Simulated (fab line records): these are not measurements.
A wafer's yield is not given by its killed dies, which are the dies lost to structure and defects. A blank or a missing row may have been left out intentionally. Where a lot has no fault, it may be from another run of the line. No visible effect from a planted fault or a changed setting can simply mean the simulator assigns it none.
The tool behind it: which one? / flow n5_finfet / at 1 step of a route of 1938, 12 lots with 36 wafers sampled

== WHAT THE GAUGES SHOWED, per wafer ==
N5_BEOL_M3_THK_MEAS_01.
lot=L075; measured=day 8 12:19; on=film_metro-01; M3_ILD_THK (nm)=77.0 79.9 78.8
lot=L077; measured=day 8 14:15; on=film_metro-01; M3_ILD_THK (nm)=77.9 78.4 79.7
lot=L080; measured=day 8 15:49; on=film_metro-02; M3_ILD_THK (nm)=77.8 80.2 79.4
lot=L081; measured=day 8 22:56; on=film_metro-02; M3_ILD_THK (nm)=77.8 79.1 78.6
lot=L084; measured=day 9 12:49; on=film_metro-02; M3_ILD_THK (nm)=78.1 78.3 79.5
lot=L085; measured=day 9 18:24; on=film_metro-01; M3_ILD_THK (nm)=77.7 78.5 79.4
lot=L087; measured=day 11 06:31; on=film_metro-01; M3_ILD_THK (nm)=78.4 80.3 77.3
lot=L089; measured=day 11 11:06; on=film_metro-02; M3_ILD_THK (nm)=78.8 78.4 82.6
lot=L091; measured=day 12 04:45; on=film_metro-01; M3_ILD_THK (nm)=79.2 78.8 79.7
lot=L093; measured=day 12 08:16; on=film_metro-01; M3_ILD_THK (nm)=77.7 78.1 79.9
lot=L095; measured=day 12 15:06; on=film_metro-02; M3_ILD_THK (nm)=80.6 79.2 79.8
lot=L096; measured=day 12 19:49; on=film_metro-01; M3_ILD_THK (nm)=79.2 78.7 80.0

== WHAT TOOL EACH LOT RAN ON (gives the tool, then ch and the chambers of the sampled wafers, and finally the start) ==
The record holds no process step before these readings.

== THE ANSWER, worked out from the rows above alone ==
Rule: what is usual is taken from the lots themselves. The widest of any qualifying gaps counts: lots, ordered by their means at a reading, are off when they make up no more than a third of the lots, leave a main group of 4 or more, and stand apart from it by 3 or more times the standard deviation of that group's means. The tables above print the reading to a certain number of digits; a main group whose means all agree to those digits is not used. A lot without any number at a reading at which 4 lots or more have one is off too. Where the step has rows for the other lots, those lots are counted as sound.
No lot is off on any of the readings shown, so nothing can be concluded from this.

== WHAT THE SIMULATOR PUT IN ==
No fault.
